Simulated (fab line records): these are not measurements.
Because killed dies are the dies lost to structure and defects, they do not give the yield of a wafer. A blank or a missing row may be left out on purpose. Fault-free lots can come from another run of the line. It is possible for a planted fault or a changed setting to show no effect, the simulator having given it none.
Comparing a struck lot with a sound one | flow n5-finfet | 37 steps out of a route of 1938
Sound: wafers L976.2, L976.3, L976.6. Struck: wafer L979.4. (L979.1, L979.6 of the same lot were not struck and are left out.) The cause comes at the end.
Each step with rows lists, per side, the tool, then ch with its chambers, then its first start. Under that, the readings that differ: sound wafers | struck wafers | difference of the means | sigmas: that difference in standard deviations of wafers without a fault.
alike: readings whose means differ by less than 2 such deviations, and words and numbers that are the same on both sides. not compared: withheld readings, readings that some wafer has no value for, bounds like >300 that may hide the same value, and numbers for which the record gives no deviation and whose values overlap.
The two part at a step that has a row with sigmas, a row that says differs or no value, or rows on one side only. Numbers that have no deviation but don't overlap get no sigmas and don't part them. A reading missing from all wafers of one side parts the sides only when that side holds two or more wafers.

first, 8 steps without rows for these wafers: N5_BEOL_M15_SPUTTER_43 (material TaN, target thk 15 nm, time 24.19 s); N5_BEOL_M15_SPUTTER_44 (material Ta, target thk 15 nm, time 24.19 s); N5_BEOL_M15_SPUTTER_45 (material Cu, target thk 100 nm, time 16.67 s); N5_BEOL_M15_ECD_47 (material Cu, target thk 1860 nm); N5_BEOL_M15_ANNEAL_48 (time 90 s); N5_BEOL_M15_CMP_49 (polishes, stops on SiO2, t overpolish 4.9 s, target thk 850 nm); N5_BEOL_M15_PRE_CLEAN_52 (time 15 s); N5_BEOL_M15_DEP_53 (deposits SiCN from 3MS/NH3, target thk 50 nm, time 17.8 s).
N5_PASSIVATION_PECVD_00: deposits SiO2 from SiH4/N2O, target thk 200 nm, time 11.2 s.
  sound on pecvd-02 ch 1,2, day 15 10:47; struck on pecvd-02 ch 0, day 16 16:53
  reading                                        | sound         | struck | difference | sigmas
  model.SiO2_of_PASSIVATION_PECVD_00.thk-nm (nm) | 198 197 199.8 | 313.8  | +115.5     |
  alike: heater-power-w, showerhead-plenum-p-Torr, susceptor-temp-C, throttle-valve-pct
then, 26 steps without rows for these wafers: N5_MIM_BOT_DEGAS_01 (time 60 s); N5_MIM_BOT_SPUTTER_00 (material TiN, target thk 35 nm, time 89.7 s); N5_MIM_TOP_ALD_00 (deposits Al2O3, purge time 3 s, co reactant pulse time 3 s); N5_MIM_TOP_ALD_01 (deposits HfO2, target thk 5.6 nm, pulse time 1 s, purge time 3 s); N5_MIM_TOP_ALD_02 (deposits Al2O3, purge time 3 s, co reactant pulse time 3 s); N5_MIM_TOP_DEGAS_04 (time 60 s); N5_MIM_TOP_SPUTTER_03 (material TiN, target thk 35 nm, time 89.7 s); N5_MIM_TOP_LITHO_HMDS_01 (time 60 s); N5_MIM_TOP_LITHO_COAT_02; N5_MIM_TOP_LITHO_EBR_04; N5_MIM_TOP_LITHO_SOFTBAKE_03 (time 90 s); N5_MIM_TOP_LITHO_EXPOSE_05 (exposes mask MIM TOP, target cd 2000 nm); N5_MIM_TOP_LITHO_PEB_06; N5_MIM_TOP_LITHO_DEVELOP_07 (develop time 60 s); N5_MIM_TOP_LITHO_HARDBAKE_09 (time 120 s); N5_MIM_TOP_LITHO_DESCUM_10 (chemistry O2, time 7.9 s); N5_MIM_TOP_ETCH_ETCH_00 (etches TiN in Cl2/BCl3, target depth 38.5 nm); N5_MIM_TOP_ETCH_STRIP_01 (strips in O2); N5_MIM_TOP_ETCH_PECVD_03 (deposits SiNx from SiH4/NH3/N2, target thk 20 nm, time 17.6 s); N5_MIM_BOT_LITHO_HMDS_01 (time 60 s); N5_MIM_BOT_LITHO_COAT_02; N5_MIM_BOT_LITHO_EBR_04; N5_MIM_BOT_LITHO_SOFTBAKE_03 (time 90 s); N5_MIM_BOT_LITHO_EXPOSE_05 (exposes mask MIM BOT); N5_MIM_BOT_LITHO_PEB_06; N5_MIM_BOT_LITHO_DEVELOP_07 (develop time 60 s).
N5_MIM_BOT_ETCH_ETCH_00: etches TiN in Cl2/BCl3, target depth 45.5 nm.
  sound on rie-metal-02 ch 0,1, day 15 17:14; struck on rie-metal-01 ch 0, day 16 20:56
  reading                                        | sound             | struck | difference | sigmas
  model.SiO2_of_PASSIVATION_PECVD_00.thk-nm (nm) | 195.4 194.4 197.2 | 311.2  | +115.5     |
  alike: bcl3-flow-sccm, drypump-motor-current-A, mfc-cl2-sccm, oes-product-au, throttle-valve-pct
  not compared: rf-hours-counter-h
N5_PASSIVATION_PROBE_49:
  the record has rows for the sound wafers here (prober-02, day 16 01:44) and none for the struck ones

WHERE THEY PART
Within this record, at N5_PASSIVATION_PROBE_49 only.

WHY: whatever the simulator had introduced
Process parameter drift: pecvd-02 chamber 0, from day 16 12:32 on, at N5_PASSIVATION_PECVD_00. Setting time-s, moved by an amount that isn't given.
